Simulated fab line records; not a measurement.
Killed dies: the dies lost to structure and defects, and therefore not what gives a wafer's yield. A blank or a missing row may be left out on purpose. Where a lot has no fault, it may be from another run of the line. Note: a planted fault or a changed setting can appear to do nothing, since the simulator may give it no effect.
fab line records | flow nandHarc | part 1 of 2: steps 1 to 27 of 37
record lots=5 wafers=15 lastDay=32
route steps=1302 shown A_ZERO_WELL@409 A_SOURCE_PLATE@413 A_ONON_D1@424
lots untouched by any fault: they come from a run of this same line in which no faults occurred
startH: hours from the record's opening day to when the first of the lot's shown wafers began | waitH: how many hours have passed since the lot's step before this one | " unchanged from the row above | L1.1+2: several wafers, shown together as one row | - no value, or no start given | * or withheld: withheld | < > ~ a bound
route shown NAME@n: a module of which the file shows steps, and the number in the route of the first | usual: mean/standard deviation of fault-free wafers | same: alike in all rows | chamber/n: place in a boat | sites: per-site readings | _std_site: how widely they spread, as a standard deviation | _edge_site: inner sites' mean taken away from outer sites' mean | radiusMm: how far each site lies from the wafer's centre | mask NAME#n: copy n | behind: tool/chamber where the wafer was last shaped | hold: what put the lot on hold/how long, in hours/how the hold closed | device: names the non-switching transistor (n, p or np) | end of line: the tests these same wafers got at the end of their route | for a step that has no rows: nothing shown but its recipe | killed: not the wafer's yield, but the dies lost to structure and defects at the first sort | map: the dies of a wafer, with x for killed, . for not killed, _ for no die there
set.NAME: the setting that was run; set.NAME@STEP: the one run at that earlier step | model.NAME: the simulator's own value behind a step, which no gauge read
a table for each step, a row for each wafer; lots at some steps of the route
services: the hour from which a tool's chamber was out of use, counted from the record's first day as startH (under 0 if before that day), plus the number of hours and why
## steps
# step NHARC_A_ZERO_WELL_PRECLEAN_22
# recipe timeS=60 tempC=50 bathAgeMin=0 chemistry=SC1
# usual diwFlowMLMin=1415/4.3
# columns lot.wafer tool chamber startH waitH diwFlowMLMin
L076.1 wetBench-03 5 156.70 0.2 1419
L076.2 " 6 " " 1419
L076.5 " 7 " " 1407
L084.5 wetBench-04 0 246.86 0.1 1407
L084.6 " 1 " " 1410
L084.1 " 3 " " 1414
L092.6 wetBench-05 6 323.16 0.0 1416
L092.5 " 0 " " 1410
L092.4 " 3 " " 1409
L093.2 wetBench-05 0 332.17 0.2 1413
L093.3 " 1 " " 1415
L093.5 " 3 " " 1407
L094.1 wetBench-04 4 342.43 0.2 1418
L094.6 " 6 " " 1414
L094.2 " 1 " " 1417
# step NHARC_A_ZERO_WELL_SRD_23
# columns lot.wafer tool chamber startH waitH
L076.1+2+5 wetBench-03 5,6,7 - -
L084.5+6+1 wetBench-04 0,1,3 - -
L092.6+5+4 wetBench-05 6,0,3 - -
L093.2+3+5 wetBench-05 0,1,3 - -
L094.1+6+2 wetBench-04 4,6,1 - -
# step NHARC_A_ZERO_WELL_RTA_16
# recipe tempC=1000 timeS=10
# usual lampPowerPct=28.2/1.5 wafer_temp_C_max=1006.0/1.7
# columns lot.wafer tool chamber startH waitH lampPowerPct wafer_temp_C_max
L076.1 rtpAnneal-01 0 156.82 - 29.7 1008.0
L076.2 " 0 " " 29.7 1006.0
L076.5 " 0 " " 29.7 1006.3
L084.1 rtpAnneal-01 0 246.99 - 29.6 1005.2
L084.5 " 0 " " 29.7 1007.1
L084.6 " 0 " " 29.7 1007.6
L092.4 rtpAnneal-02 0 323.38 - 26.7 1004.9
L092.5 " 0 " " 26.8 1005.3
L092.6 " 0 " " 26.8 1003.1
L093.2 rtpAnneal-02 0 332.32 - 26.7 1004.7
L093.3 " 0 " " 26.8 1004.9
L093.5 " 0 " " 26.7 1004.7
L094.1 rtpAnneal-01 0 342.57 - 29.7 1009.1
L094.2 " 0 " " 29.7 1006.3
L094.6 " 0 " " 29.7 1008.2
# step NHARC_A_ZERO_WELL_INSPECT_17
# usual rawDefectCount=10/5.4
# columns lot.wafer tool chamber startH waitH rawDefectCount
L076.1 defectInspect-02 - 157.02 0.2 11
L076.2 " - " " 18
L076.5 " - " " 17
L084.1 defectInspect-01 - 247.18 0.2 5
L084.5 " - " " 5
L084.6 " - " " 11
L092.4 defectInspect-02 - 323.50 0.1 11
L092.5 " - " " 7
L092.6 " - " " 8
L093.2 defectInspect-02 - 332.49 0.1 7
L093.3 " - " " 6
L093.5 " - " " 11
L094.1 defectInspect-01 - 342.76 0.2 8
L094.2 " - " " 20
L094.6 " - " " 13
# step NHARC_A_SOURCE_PLATE_PRECLEAN_00
# recipe timeS=60 chemistry=HF-LAST
# columns lot.wafer tool chamber startH waitH
L076.1+5+2 wetBench-07 1,2,4 157.07 0.1
L084.5+6+1 wetBench-01 0,1,3 247.25 0.1
L092.4+5+6 wetBench-09 6,0,1 323.55 0.0
L093.2+3+5 wetBench-07 6,7,0 332.54 0.0
L094.6+1+2 wetBench-09 3,5,6 342.82 0.1
# step NHARC_A_SOURCE_PLATE_SRD_01
# columns lot.wafer tool chamber startH waitH
L076.1+5+2 wetBench-07 1,2,4 - -
L084.5+6+1 wetBench-01 0,1,3 - -
L092.4+5+6 wetBench-09 6,0,1 - -
L093.2+3+5 wetBench-07 6,7,0 - -
L094.6+1+2 wetBench-09 3,5,6 - -
# step NHARC_A_SOURCE_PLATE_OXIDE_02
# recipe targetThkA=100 tempC=900 oxTimeS=1362 material=SiO2
# usual zonePowerUpperPct=17.6/1.3
# columns lot.wafer tool chamber startH waitH zonePowerUpperPct
L076.1 furnace-08 0 160.28 - 16.6
L076.2 " 0 " " 16.2
L076.5 " 0 " " 16.4
L084.1 furnace-05 0 249.94 - 19.3
L084.5 " 0 " " 19.2
L084.6 " 0 " " 18.7
L092.4 furnace-05 0 326.25 - 18.7
L092.5 " 0 " " 18.9
L092.6 " 0 " " 18.9
L093.2 furnace-08 0 335.73 - 16.4
L093.3 " 0 " " 16.8
L093.5 " 0 " " 16.5
L094.1 furnace-05 0 345.52 - 19.0
L094.2 " 0 " " 19.0
L094.6 " 0 " " 18.5
# step NHARC_A_SOURCE_PLATE_THK_MEAS_09
# recipe thkMeasGauge=ellipsometry
# usual thkNm=9.8/1.2
# columns lot.wafer tool chamber startH waitH thkNm
L076.1 filmMetro-02 - 164.36 0.4 9.9
L076.2 " - " " 11.9
L076.5 " - " " 8.9
L084.1 filmMetro-02 - 253.95 0.4 10.6
L084.5 " - " " 10.5
L084.6 " - " " 9.9
L092.4 filmMetro-01 - 330.29 0.4 7.9
L092.5 " - " " 11.1
L092.6 " - " " 9.1
L093.2 filmMetro-02 - 339.75 0.4 11.0
L093.3 " - " " 12.3
L093.5 " - " " 9.0
L094.1 filmMetro-02 - 349.54 0.4 9.9
L094.2 " - " " 11.5
L094.6 " - " " 8.4
# step NHARC_A_SOURCE_PLATE_PVD_04
# recipe targetThkA=500 material=WSi2
# columns lot.wafer tool chamber startH waitH
L076.2+1+5 pvdSputter-01 - 164.42 0.1
L084.1+5+6 pvdSputter-01 - 254.04 0.1
L092.4+6+5 pvdSputter-01 - 330.38 0.1
L093.2+3+5 pvdSputter-03 - 339.81 0.1
L094.1+2+6 pvdSputter-02 - 349.62 0.1
# step NHARC_A_SOURCE_PLATE_CVD_03
# recipe targetThkA=2000 tempC=620 pressureMtorr=200 timeS=4000 material=poly-Si
# usual zonePowerUpperPct=9.6/0.54
# columns lot.wafer tool chamber startH waitH zonePowerUpperPct
L076.1 lpcvdPoly-03 0 166.95 - 9.4
L076.2 " 0 " " 9.4
L076.5 " 0 " " 9.3
L084.1 lpcvdPoly-02 0 257.17 - 10.4
L084.5 " 0 " " 10.3
L084.6 " 0 " " 10.2
L092.4 lpcvdPoly-03 0 332.86 - 9.6
L092.5 " 0 " " 9.3
L092.6 " 0 " " 9.4
L093.2 lpcvdPoly-02 0 342.23 - 10.3
L093.3 " 0 " " 10.5
L093.5 " 0 " " 10.4
L094.1 lpcvdPoly-02 0 352.03 - 10.2
L094.2 " 0 " " 10.3
L094.6 " 0 " " 10.3
# step NHARC_A_SOURCE_PLATE_ANNEAL_05
# recipe tempC=850 timeS=1800
# usual zonePowerUpperPct=16.1/1
# columns lot.wafer tool chamber startH waitH zonePowerUpperPct
L076.1 furnace-06 0 175.76 5.7 16.5
L076.2 " 0 " " 16.7
L076.5 " 0 " " 16.5
L084.1 furnace-05 0 263.19 2.9 17.1
L084.5 " 0 " " 16.7
L084.6 " 0 " " 16.7
L092.4 furnace-05 0 338.95 2.9 16.8
L092.5 " 0 " " 16.7
L092.6 " 0 " " 16.8
L093.2 furnace-06 0 348.63 3.3 16.7
L093.3 " 0 " " 16.7
L093.5 " 0 " " 16.3
L094.1 furnace-05 0 360.33 5.2 16.7
L094.2 " 0 " " 16.7
L094.6 " 0 " " 16.9
# step NHARC_A_SOURCE_PLATE_THK_MEAS_06
# recipe thkMeasGauge=ellipsometry
# usual thkNm=200.2/2
# columns lot.wafer tool chamber startH waitH thkNm
L076.1 filmMetro-02 - 179.72 0.4 202.3
L076.2 " - " " 204.0
L076.5 " - " " 200.7
L084.1 filmMetro-02 - 267.13 0.4 203.5
L084.5 " - " " 200.6
L084.6 " - " " 203.2
L092.4 filmMetro-01 - 342.92 0.4 199.6
L092.5 " - " " 198.4
L092.6 " - " " 196.9
L093.2 filmMetro-02 - 352.64 0.4 201.6
L093.3 " - " " 201.1
L093.5 " - " " 200.3
L094.1 filmMetro-01 - 364.27 0.4 199.2
L094.2 " - " " 202.0
L094.6 " - " " 199.1
# step NHARC_A_SOURCE_PLATE_INSPECT_08
# usual rawDefectCount=60/27
# columns lot.wafer tool chamber startH waitH rawDefectCount
L076.1 defectInspect-02 - 179.83 0.0 43
L076.2 " - " " 72
L076.5 " - " " 76
L084.1 defectInspect-02 - 267.20 0.0 38
L084.5 " - " " 69
L084.6 " - " " 98
L092.4 defectInspect-02 - 342.98 0.0 39
L092.5 " - " " 70
L092.6 " - " " 24
L093.2 defectInspect-02 - 352.74 0.0 43
L093.3 " - " " 56
L093.5 " - " " 42
L094.1 defectInspect-02 - 364.38 0.0 30
L094.2 " - " " 45
L094.6 " - " " 52
# step NHARC_A_ONON_D1_DEP_00
# recipe targetThkA=10000 n2FlowSccm=2750 n2oFlowSccm=2000 nh3FlowSccm=500 sih4FlowSccm=210 tempC=400
# usual n2oFlowSccm=2000/6.6 sih4FlowSccm=209.9/0.63
# columns lot.wafer tool chamber startH waitH n2oFlowSccm sih4FlowSccm
L076.1 pecvdOnon-03 0 179.90 0.1 1990 209.4
L076.2 " 0 " " 1998 209.7
L076.5 " 0 " " 2001 210.9
L084.1 pecvdOnon-03 0 267.26 0.1 2004 210.0
L084.5 " 0 " " 1996 209.8
L084.6 " 0 " " 2006 210.0
L092.4 pecvdOnon-02 0 343.22 0.2 1999 210.2
L092.5 " 0 " " 2005 210.6
L092.6 " 0 " " 2014 210.0
L093.2 pecvdOnon-03 0 352.87 0.1 1990 209.7
L093.3 " 0 " " 2002 210.9
L093.5 " 0 " " 2002 210.5
L094.1 pecvdOnon-01 0 364.44 0.1 2004 210.7
L094.2 " 0 " " 2001 209.8
L094.6 " 0 " " 2009 210.6
# step NHARC_A_ONON_D1_THK_MEAS_02
# recipe thkMeasGauge=ellipsometry
# usual thkNm=1000/7.9
# columns lot.wafer tool chamber startH waitH thkNm
L076.1 filmMetro-02 - 180.40 - 1003
L076.2 " - " " 1004
L076.5 " - " " 1003
L084.1 filmMetro-02 - 267.77 - 987
L084.5 " - " " 987
L084.6 " - " " 988
L092.4 filmMetro-01 - 343.56 - 1003
L092.5 " - " " 1003
L092.6 " - " " 1003
L093.2 filmMetro-01 - 353.32 - 986
L093.3 " - " " 984
L093.5 " - " " 985
L094.1 filmMetro-01 - 364.96 - 1000
L094.2 " - " " 999
L094.6 " - " " 1001
# step NHARC_A_ONON_D1_DEP_03
# recipe targetThkA=10000 n2FlowSccm=2750 n2oFlowSccm=2000 nh3FlowSccm=500 sih4FlowSccm=210 tempC=400
# usual n2oFlowSccm=2000/6 sih4FlowSccm=209.8/0.68
# columns lot.wafer tool chamber startH waitH n2oFlowSccm sih4FlowSccm
L076.1 pecvdOnon-02 0 180.46 0.1 2004 209.8
L076.2 " 0 " " 1994 209.6
L076.5 " 0 " " 2000 209.7
L084.1 pecvdOnon-02 0 267.83 0.1 2006 208.5
L084.5 " 0 " " 2012 208.7
L084.6 " 0 " " 2007 208.9
L092.4 pecvdOnon-03 0 343.79 0.2 1990 209.6
L092.5 " 0 " " 2003 209.5
L092.6 " 0 " " 1994 209.1
L093.2 pecvdOnon-01 0 353.44 0.1 1993 209.4
L093.3 " 0 " " 1991 210.5
L093.5 " 0 " " 1998 210.6
L094.1 pecvdOnon-02 0 365.02 0.1 2008 210.6
L094.2 " 0 " " 2001 210.5
L094.6 " 0 " " 1998 211.0
# step NHARC_A_ONON_D1_THK_MEAS_05
# recipe thkMeasGauge=ellipsometry
# usual thkNm=998/9.4
# columns lot.wafer tool chamber startH waitH thkNm
L076.1 filmMetro-01 - 180.98 - 1003
L076.2 " - " " 1004
L076.5 " - " " 1005
L084.1 filmMetro-02 - 268.34 - 1004
L084.5 " - " " 1004
L084.6 " - " " 1005
L092.4 filmMetro-02 - 344.13 - 996
L092.5 " - " " 995
L092.6 " - " " 996
L093.2 filmMetro-01 - 353.89 - 998
L093.3 " - " " 999
L093.5 " - " " 998
L094.1 filmMetro-01 - 365.53 - 1008
L094.2 " - " " 1008
L094.6 " - " " 1008
# step NHARC_A_ONON_D1_DEP_06
# recipe targetThkA=10000 n2FlowSccm=2750 n2oFlowSccm=2000 nh3FlowSccm=500 sih4FlowSccm=210 tempC=400
# usual n2oFlowSccm=2001/5.7 sih4FlowSccm=210.0/0.73
# columns lot.wafer tool chamber startH waitH n2oFlowSccm sih4FlowSccm
L076.1 pecvdOnon-01 0 181.03 0.1 1990 210.5
L076.2 " 0 " " 2003 210.3
L076.5 " 0 " " 2006 208.7
L084.1 pecvdOnon-01 0 268.40 0.1 2005 209.2
L084.5 " 0 " " 2005 209.2
L084.6 " 0 " " 2012 210.5
L092.4 pecvdOnon-02 0 344.36 0.2 1999 208.3
L092.5 " 0 " " 2002 211.2
L092.6 " 0 " " 2001 209.3
L093.2 pecvdOnon-02 0 354.00 0.1 1987 208.9
L093.3 " 0 " " 1999 210.2
L093.5 " 0 " " 1996 209.8
L094.1 pecvdOnon-03 0 365.59 0.1 2005 209.4
L094.2 " 0 " " 2005 209.8
L094.6 " 0 " " 2000 209.4
# step NHARC_A_ONON_D1_THK_MEAS_08
# recipe thkMeasGauge=ellipsometry
# usual thkNm=1001/9.4
# columns lot.wafer tool chamber startH waitH thkNm
L076.1 filmMetro-01 - 181.55 - 1002
L076.2 " - " " 1002
L076.5 " - " " 1000
L084.1 filmMetro-02 - 268.90 - 1012
L084.5 " - " " 1011
L084.6 " - " " 1011
L092.4 filmMetro-01 - 344.69 - 1009
L092.5 " - " " 1008
L092.6 " - " " 1006
L093.2 filmMetro-01 - 354.45 - 1000
L093.3 " - " " 997
L093.5 " - " " 1000
L094.1 filmMetro-02 - 366.10 - 995
L094.2 " - " " 993
L094.6 " - " " 997
# step NHARC_A_ONON_D1_DEP_09
# recipe targetThkA=10000 n2FlowSccm=2750 n2oFlowSccm=2000 nh3FlowSccm=500 sih4FlowSccm=210 tempC=400
# usual n2oFlowSccm=2001/6 sih4FlowSccm=209.7/0.6
# columns lot.wafer tool chamber startH waitH n2oFlowSccm sih4FlowSccm
L076.1 pecvdOnon-03 0 181.60 0.1 1998 209.0
L076.2 " 0 " " 2000 209.6
L076.5 " 0 " " 1997 210.2
L084.1 pecvdOnon-01 0 268.96 0.1 2013 210.2
L084.5 " 0 " " 2000 210.6
L084.6 " 0 " " 1998 210.3
L092.4 pecvdOnon-03 0 344.92 0.2 2002 209.3
L092.5 " 0 " " 2005 209.3
L092.6 " 0 " " 2002 209.7
L093.2 pecvdOnon-03 0 354.57 0.1 2003 209.3
L093.3 " 0 " " 1994 210.2
L093.5 " 0 " " 2004 210.0
L094.1 pecvdOnon-01 0 366.16 0.1 1993 210.3
L094.2 " 0 " " 1994 210.2
L094.6 " 0 " " 1992 209.6
# step NHARC_A_ONON_D1_THK_MEAS_11
# recipe thkMeasGauge=ellipsometry
# usual thkNm=998/7.7
# columns lot.wafer tool chamber startH waitH thkNm
L076.1 filmMetro-01 - 182.12 - 998
L076.2 " - " " 1001
L076.5 " - " " 999
L084.1 filmMetro-01 - 269.47 - 995
L084.5 " - " " 995
L084.6 " - " " 994
L092.4 filmMetro-01 - 345.25 - 990
L092.5 " - " " 991
L092.6 " - " " 990
L093.2 filmMetro-01 - 355.02 - 1005
L093.3 " - " " 1004
L093.5 " - " " 1003
L094.1 filmMetro-02 - 366.67 - 985
L094.2 " - " " 986
L094.6 " - " " 985
# step NHARC_A_ONON_D1_DEP_12
# recipe targetThkA=10000 n2FlowSccm=2750 n2oFlowSccm=2000 nh3FlowSccm=500 sih4FlowSccm=210 tempC=400
# usual n2oFlowSccm=2002/5.5 sih4FlowSccm=210.1/0.63
# columns lot.wafer tool chamber startH waitH n2oFlowSccm sih4FlowSccm
L076.1 pecvdOnon-02 0 182.17 0.1 2006 210.8
L076.2 " 0 " " 2008 211.0
L076.5 " 0 " " 2013 211.3
L084.1 pecvdOnon-03 0 269.53 0.1 1999 210.1
L084.5 " 0 " " 2008 210.3
L084.6 " 0 " " 1997 210.0
L092.4 pecvdOnon-01 0 345.48 0.2 2004 209.7
L092.5 " 0 " " 2002 210.2
L092.6 " 0 " " 1998 209.3
L093.2 pecvdOnon-01 0 355.13 0.1 2000 209.9
L093.3 " 0 " " 2002 210.5
L093.5 " 0 " " 2001 210.1
L094.1 pecvdOnon-03 0 366.73 0.1 2001 210.7
L094.2 " 0 " " 2002 211.4
L094.6 " 0 " " 1992 210.7
# step NHARC_A_ONON_D1_THK_MEAS_14
# recipe thkMeasGauge=ellipsometry
# usual thkNm=999/9.8
# columns lot.wafer tool chamber startH waitH thkNm
L076.1 filmMetro-02 - 182.68 - 992
L076.2 " - " " 993
L076.5 " - " " 992
L084.1 filmMetro-01 - 270.04 - 1002
L084.5 " - " " 1005
L084.6 " - " " 1002
L092.4 filmMetro-02 - 345.82 - 983
L092.5 " - " " 984
L092.6 " - " " 984
L093.2 filmMetro-01 - 355.61 - 1007
L093.3 " - " " 1008
L093.5 " - " " 1009
L094.1 filmMetro-02 - 367.23 - 1000
L094.2 " - " " 999
L094.6 " - " " 999
# step NHARC_A_ONON_D1_ANNEAL_15
# recipe tempC=750 timeS=3600
# usual zonePowerUpperPct=13.5/1.9
# columns lot.wafer tool chamber startH waitH zonePowerUpperPct
L076.1 furnace-01 0 186.23 3.5 15.2
L076.2 " 0 " " 14.7
L076.5 " 0 " " 14.9
L084.1 furnace-01 0 273.43 3.4 15.1
L084.5 " 0 " " 15.0
L084.6 " 0 " " 15.0
L092.4 furnace-01 0 352.22 6.4 15.2
L092.5 " 0 " " 14.9
L092.6 " 0 " " 15.1
L093.2 furnace-04 0 359.41 3.8 13.4
L093.3 " 0 " " 13.3
L093.5 " 0 " " 13.3
L094.1 furnace-01 0 370.62 3.4 14.9
L094.2 " 0 " " 14.7
L094.6 " 0 " " 15.0
# step NHARC_A_ONON_D1_DEP_16
# recipe targetThkA=10000 n2FlowSccm=2750 n2oFlowSccm=2000 nh3FlowSccm=500 sih4FlowSccm=210 tempC=400
# usual n2oFlowSccm=2001/5.8 sih4FlowSccm=210.1/0.64
# columns lot.wafer tool chamber startH waitH n2oFlowSccm sih4FlowSccm
L076.1 pecvdOnon-03 0 190.12 0.1 1997 211.2
L076.2 " 0 " " 1999 211.1
L076.5 " 0 " " 2002 210.4
L084.1 pecvdOnon-03 0 277.33 0.1 1995 209.0
L084.5 " 0 " " 1994 210.1
L084.6 " 0 " " 2002 209.3
L092.4 pecvdOnon-02 0 356.31 0.2 2000 210.1
L092.5 " 0 " " 1999 209.9
L092.6 " 0 " " 2003 209.8
L093.2 pecvdOnon-01 0 363.32 0.1 1993 210.4
L093.3 " 0 " " 1998 210.2
L093.5 " 0 " " 1994 209.5
L094.1 pecvdOnon-03 0 374.46 0.1 1992 209.7
L094.2 " 0 " " 1998 209.7
L094.6 " 0 " " 1997 209.8
# step NHARC_A_ONON_D1_THK_MEAS_18
# recipe thkMeasGauge=ellipsometry
# usual thkNm=1001/11
# columns lot.wafer tool chamber startH waitH thkNm
L076.1 filmMetro-02 - 190.64 - 985
L076.2 " - " " 984
L076.5 " - " " 985
L084.1 filmMetro-01 - 277.84 - 999
L084.5 " - " " 1000
L084.6 " - " " 997
L092.4 filmMetro-01 - 356.64 - 991
L092.5 " - " " 990
L092.6 " - " " 992
L093.2 filmMetro-01 - 363.77 - 1021
L093.3 " - " " 1017
L093.5 " - " " 1019
L094.1 filmMetro-01 - 374.97 - 998
L094.2 " - " " 996
L094.6 " - " " 997
# step NHARC_A_ONON_D1_DEP_19
# recipe targetThkA=10000 n2FlowSccm=2750 n2oFlowSccm=2000 nh3FlowSccm=500 sih4FlowSccm=210 tempC=400
# usual n2oFlowSccm=2000/5.6 sih4FlowSccm=210.1/0.58
# columns lot.wafer tool chamber startH waitH n2oFlowSccm sih4FlowSccm
L076.1 pecvdOnon-03 0 190.69 0.1 2006 209.3
L076.2 " 0 " " 2002 210.9
L076.5 " 0 " " 2009 209.0
L084.1 pecvdOnon-02 0 277.89 0.1 2005 209.2
L084.5 " 0 " " 1998 209.6
L084.6 " 0 " " 2009 210.1
L092.4 pecvdOnon-03 0 356.87 0.2 2006 209.6
L092.5 " 0 " " 2012 210.0
L092.6 " 0 " " 2004 210.1
L093.2 pecvdOnon-03 0 363.89 0.1 2006 210.3
L093.3 " 0 " " 2010 211.4
L093.5 " 0 " " 2001 209.9
L094.1 pecvdOnon-01 0 375.02 0.1 2002 209.9
L094.2 " 0 " " 2000 210.8
L094.6 " 0 " " 1992 210.5
